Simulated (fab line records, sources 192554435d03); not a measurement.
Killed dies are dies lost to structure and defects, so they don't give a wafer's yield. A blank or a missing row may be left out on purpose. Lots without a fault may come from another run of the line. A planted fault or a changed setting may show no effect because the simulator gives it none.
Problem report in the 8D (eight disciplines) form, filled by code | flow n5_finfet | the parts of the form that need people (team, actions taken, sign-off) are left out

1. THE PROBLEM
spin_speed_rpm at N5_BEOL_M4_COAT_67 reads a mean of 1614.1 rpm on 6 wafers of 2 lots; wafers without a fault read 1499.9 rpm with a standard deviation of 1. That is +99 or more standard deviations from the usual mean.
The step: time 60 s, resist thk 60 nm.
First seen on wafer L404.4, day 8 05:38, on litho_track-04. The record holds 30 wafers of 10 lots with a number at this step. Rule for "out", or "out of limits": more than 4 standard deviations from the usual mean. The other wafers with a number count as sound.

2. WHAT IT IS AND WHAT IT IS NOT
question                    | is                     | is not
which readings at this step | spin_speed_rpm         | -
which lots                  | L404, L407             | L401, L403, L415, L416, L417, L419, L420, L423
which wafers of those lots  | all that have a number | -
read on which tools         | litho_track-04         | litho_track-01, litho_track-03
when                        | from day 8 05:38       | up to then (6 sound wafers); but 18 sound wafers of L415, L416, L417, L419, L420, L423 came after

3. SUSPECTS, AND WHAT RULES EACH OUT
Counting: a tool at a process step up to the reading stays a suspect if it ran every lot that is out and no sound lot after the first of them.
- litho_track-04 at N5_BEOL_M4_COAT_67 (time 60 s, resist thk 60 nm): ruled out as a lasting fault. Sound lots L417, L419, L420 ran on it after its first lot that is out, L404 (day 8 05:38).
Left after counting: nothing in the record.

4. THE CAUSE (what the simulator had put in)
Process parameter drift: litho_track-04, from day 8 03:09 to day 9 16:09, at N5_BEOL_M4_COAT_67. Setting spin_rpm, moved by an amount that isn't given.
Counting ruled it out, wrongly.

5. THE CHAIN OF EFFECTS, in route order
Each row: a reading whose mean over the struck wafers that have a number lies more than 3 standard deviations from the usual. Only readings for which the record gives a usual standard deviation are gone through. hours: the time from each lot's start at the first step in this table that gives one to its start at this step, as a median over the lots. sigmas: the change in usual standard deviations.
hours | step               | reading        | usual      | on struck wafers | change | sigmas
0     | N5_BEOL_M4_COAT_67 | spin_speed_rpm | 1499.9 rpm | 1614.1           | +114.2 | +99 or more
The process steps in it:
- N5_BEOL_M4_COAT_67: time 60 s, resist thk 60 nm.
Later measuring or inspecting steps at which every struck wafer that the step has a row for has a number for every such reading, and none has moved that far: N5_BEOL_M4_RC_MEAS_101.

6. WHAT WOULD HAVE CAUGHT IT SOONER
In this record the first reading out of limits was taken at day 8 05:38, 2 hours after the fault began at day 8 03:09.
